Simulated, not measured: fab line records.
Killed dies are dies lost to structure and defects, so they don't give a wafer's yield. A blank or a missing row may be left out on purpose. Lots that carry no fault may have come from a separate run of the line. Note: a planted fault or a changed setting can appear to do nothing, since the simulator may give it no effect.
Which tool did it? ; flow n5 finfet ; 11 lots, 33 wafers sampled, at 1 step of a route of 1938

WHAT THE GAUGES SHOWED, per wafer
N5_BEOL_M2_CD_MEAS_35: target cd 18 nm, target cd y 22.2 nm.
lot;measured;on;cd nm (nm)
L497;day 6 15:53;cd sem-02;18.34 18.57 18.10
L498;day 7 06:19;cd sem-02;18.46 17.91 18.16
L499;day 7 18:20;cd sem-03;18.47 18.38 18.54
L501;day 7 22:14;cd sem-03;17.86 18.06 17.84
L503;day 8 02:38;cd sem-03;17.83 18.13 17.60
L508;day 9 18:58;cd sem-03;17.71 18.12 17.63
L512;day 10 14:01;cd sem-01;17.59 18.05 18.01
L513;day 11 07:10;cd sem-02;18.15 18.02 17.95
L515;day 11 12:44;cd sem-02;17.89 17.77 17.95
L519;day 12 13:01;cd sem-03;18.31 17.62 17.68
L520;day 12 13:17;cd sem-02;17.99 17.90 17.54

WHICH TOOL RAN EACH LOT (tool, then ch and the chambers of the sampled wafers, then the start)
The record shows no process step preceding these readings.

THE ANSWER, worked out from the rows above alone
Rule: the lots themselves supply what counts as usual. The widest of any qualifying gaps counts: lots, ordered by their means at a reading, are off when they make up no more than a third of the lots, leave a main group of 4 or more, and stand apart from it by 3 or more times the standard deviation of that group's means. A main group whose means are all the same, to the digits that the tables above print for the reading, isn't used. A lot without any number at a reading at which 4 lots or more have one is off too. All remaining lots with rows at the step are treated as sound.
No lot is off on any of the readings shown, so nothing can be concluded from this.

WHAT HAD BEEN PUT IN BY THE SIMULATOR
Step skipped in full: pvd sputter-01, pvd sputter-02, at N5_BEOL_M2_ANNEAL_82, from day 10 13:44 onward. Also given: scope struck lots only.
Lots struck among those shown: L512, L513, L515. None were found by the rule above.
